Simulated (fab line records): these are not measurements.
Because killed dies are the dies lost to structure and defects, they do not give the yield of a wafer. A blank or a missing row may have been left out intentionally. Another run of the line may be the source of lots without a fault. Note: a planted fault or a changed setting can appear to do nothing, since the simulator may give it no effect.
Split-lot study / flow n5_finfet / route with 1938 steps; 7 lots, 21 wafers read

## THE SPLIT
At N5_BEOL_M5_HM_DEP_02 (deposits TiN, target thk 20 nm), the setting target_thk_a was moved away from the recipe's 200 angstrom on 8 of the 21 wafers read, by -12.8% to +5.5%. This setting was run at the recipe's value on the other wafers.

## FROM THE SPLIT TO THE READING: what the file shows between them, 4 steps
- N5_BEOL_M5_COAT_59: time 60 s, resist thk 60 nm
- N5_BEOL_M5_COAT_60: time 60 s, resist thk 12 nm
- N5_BEOL_M5_STRIP_73: strips in N2/H2
- N5_BEOL_M5_STRIP_64: strips in CF4

## THE READING
etch.depth_nm (the simulator's own value, which no gauge read), in nm, at N5_BEOL_M5_HM_OPEN_17 (chemistry Cl2/BCl3, target TiN, target depth 20 nm, overetch 6 nm). There is no usual value for it anywhere in the file. Across the 13 wafers here that went through the recipe, the average is 20.02 nm and the standard deviation 0.12 nm.

wafer=L074.1; tool, chamber at the split=pvd_sputter-02, -; target_thk_a as run, angstrom=200; against the recipe=recipe; etch.depth_nm, nm=20.1; against lot-mates on the recipe=-
wafer=L074.3; tool, chamber at the split=pvd_sputter-02, -; target_thk_a as run, angstrom=200; against the recipe=recipe; etch.depth_nm, nm=19.92; against lot-mates on the recipe=-
wafer=L074.4; tool, chamber at the split=pvd_sputter-02, -; target_thk_a as run, angstrom=200; against the recipe=recipe; etch.depth_nm, nm=19.99; against lot-mates on the recipe=-
wafer=L075.3; tool, chamber at the split=pvd_sputter-01, -; target_thk_a as run, angstrom=200; against the recipe=recipe; etch.depth_nm, nm=20.12; against lot-mates on the recipe=-
wafer=L075.4; tool, chamber at the split=pvd_sputter-01, -; target_thk_a as run, angstrom=211; against the recipe=+5.5%; etch.depth_nm, nm=21.21; against lot-mates on the recipe=+1.19
wafer=L075.5; tool, chamber at the split=pvd_sputter-01, -; target_thk_a as run, angstrom=200; against the recipe=recipe; etch.depth_nm, nm=19.93; against lot-mates on the recipe=-
wafer=L085.1; tool, chamber at the split=pvd_sputter-03, -; target_thk_a as run, angstrom=200; against the recipe=recipe; etch.depth_nm, nm=19.97; against lot-mates on the recipe=-
wafer=L085.2; tool, chamber at the split=pvd_sputter-03, -; target_thk_a as run, angstrom=200; against the recipe=recipe; etch.depth_nm, nm=19.94; against lot-mates on the recipe=-
wafer=L085.6; tool, chamber at the split=pvd_sputter-03, -; target_thk_a as run, angstrom=200; against the recipe=recipe; etch.depth_nm, nm=19.86; against lot-mates on the recipe=-
wafer=L092.2; tool, chamber at the split=pvd_sputter-01, -; target_thk_a as run, angstrom=200; against the recipe=recipe; etch.depth_nm, nm=20.04; against lot-mates on the recipe=-
wafer=L092.3; tool, chamber at the split=pvd_sputter-01, -; target_thk_a as run, angstrom=179.4; against the recipe=-10.3%; etch.depth_nm, nm=18.07; against lot-mates on the recipe=-1.97
wafer=L092.4; tool, chamber at the split=pvd_sputter-01, -; target_thk_a as run, angstrom=179.4; against the recipe=-10.3%; etch.depth_nm, nm=17.83; against lot-mates on the recipe=-2.21
wafer=L091.4; tool, chamber at the split=pvd_sputter-03, -; target_thk_a as run, angstrom=209.8; against the recipe=+4.9%; etch.depth_nm, nm=21.3; against lot-mates on the recipe=+1.24
wafer=L091.5; tool, chamber at the split=pvd_sputter-03, -; target_thk_a as run, angstrom=200; against the recipe=recipe; etch.depth_nm, nm=19.99; against lot-mates on the recipe=-
wafer=L091.6; tool, chamber at the split=pvd_sputter-03, -; target_thk_a as run, angstrom=200; against the recipe=recipe; etch.depth_nm, nm=20.14; against lot-mates on the recipe=-
wafer=L093.1; tool, chamber at the split=pvd_sputter-01, -; target_thk_a as run, angstrom=200; against the recipe=recipe; etch.depth_nm, nm=20.33; against lot-mates on the recipe=-
wafer=L093.3; tool, chamber at the split=pvd_sputter-01, -; target_thk_a as run, angstrom=192.7; against the recipe=-3.7%; etch.depth_nm, nm=19.36; against lot-mates on the recipe=-0.97
wafer=L093.5; tool, chamber at the split=pvd_sputter-01, -; target_thk_a as run, angstrom=192.7; against the recipe=-3.7%; etch.depth_nm, nm=19.6; against lot-mates on the recipe=-0.73
wafer=L095.2; tool, chamber at the split=pvd_sputter-01, -; target_thk_a as run, angstrom=174.3; against the recipe=-12.8%; etch.depth_nm, nm=17.27; against lot-mates on the recipe=-2.70
wafer=L095.6; tool, chamber at the split=pvd_sputter-01, -; target_thk_a as run, angstrom=174.3; against the recipe=-12.8%; etch.depth_nm, nm=17.27; against lot-mates on the recipe=-2.70
wafer=L095.5; tool, chamber at the split=pvd_sputter-01, -; target_thk_a as run, angstrom=200; against the recipe=recipe; etch.depth_nm, nm=19.97; against lot-mates on the recipe=-

FIT RESULTS
A straight line over all 21 wafers: etch.depth_nm changes by +0.212 nm for each +1% of target_thk_a; r = +0.99; the points scatter about the line by 0.14 nm.
The same after taking each lot's own level away (the mean of its wafers on the recipe; 21 wafers): +0.211 nm for each +1%; r = +1.00; scatter 0.096 nm.
That fit puts the effect of the largest move of target_thk_a on the reading at 2.7 nm.
From 19.923 to 20.330 nm: that is the span of the lots' own levels, equal to 3.4 times the standard deviation above.
The two slopes agree, so the slope changes little with the lot-to-lot level.
Check: for one of the wafers moved furthest among these (-12.8%), held out of the fit, the line's prediction against its lot-mates is -2.7 nm. Against them it came out at -2.7 nm.

## ADDITIONAL SPLITS CARRIED BY THESE WAFERS
Note: prior to the reading, these wafers also went through further splits. Each is held against what the fit with the lots' levels taken away leaves over:
other split on the same wafers=N5_BEOL_M0_SAQP_EXPOSE_37 dose_mj; wafers away from the commonest value=8; r with etch.depth_nm (lot level and that fit taken away)=-0.07
other split on the same wafers=N5_BEOL_M0_ETCH_109 bias_w; wafers away from the commonest value=5; r with etch.depth_nm (lot level and that fit taken away)=-0.16
other split on the same wafers=N5_BEOL_M2_DEP_57 time_s; wafers away from the commonest value=5; r with etch.depth_nm (lot level and that fit taken away)=+0.29
other split on the same wafers=N5_BEOL_M4_TRENCH_ETCH_37 bias_w; wafers away from the commonest value=4; r with etch.depth_nm (lot level and that fit taken away)=-0.17
other split on the same wafers=N5_BEOL_M5_ILD_DEP_00 time_s; wafers away from the commonest value=4; r with etch.depth_nm (lot level and that fit taken away)=+0.05

## THE WHOLE CHAIN: every reading that the file lists as answering this split, in the file's order
step=N5_BEOL_M5_HM_DEP_02; what it does=deposits TiN, target thk 20 nm; reading=TiN_of_BEOL_M5_HM_DEP_02.thk_nm (the simulator's own value, which no gauge read); change (the file's fit)=+0.214 nm for each +1% of the setting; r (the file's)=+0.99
step=N5_BEOL_M5_HM_OPEN_17; what it does=chemistry Cl2/BCl3, target TiN, target depth 20 nm, overetch 6 nm; reading=etch.depth_nm (the simulator's own value, which no gauge read); change (the file's fit)=+0.212 nm for each +1% of the setting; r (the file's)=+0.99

## FILE'S OWN FIT
etch.depth_nm changes by +0.212 nm for each +1% of target_thk_a, r = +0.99.
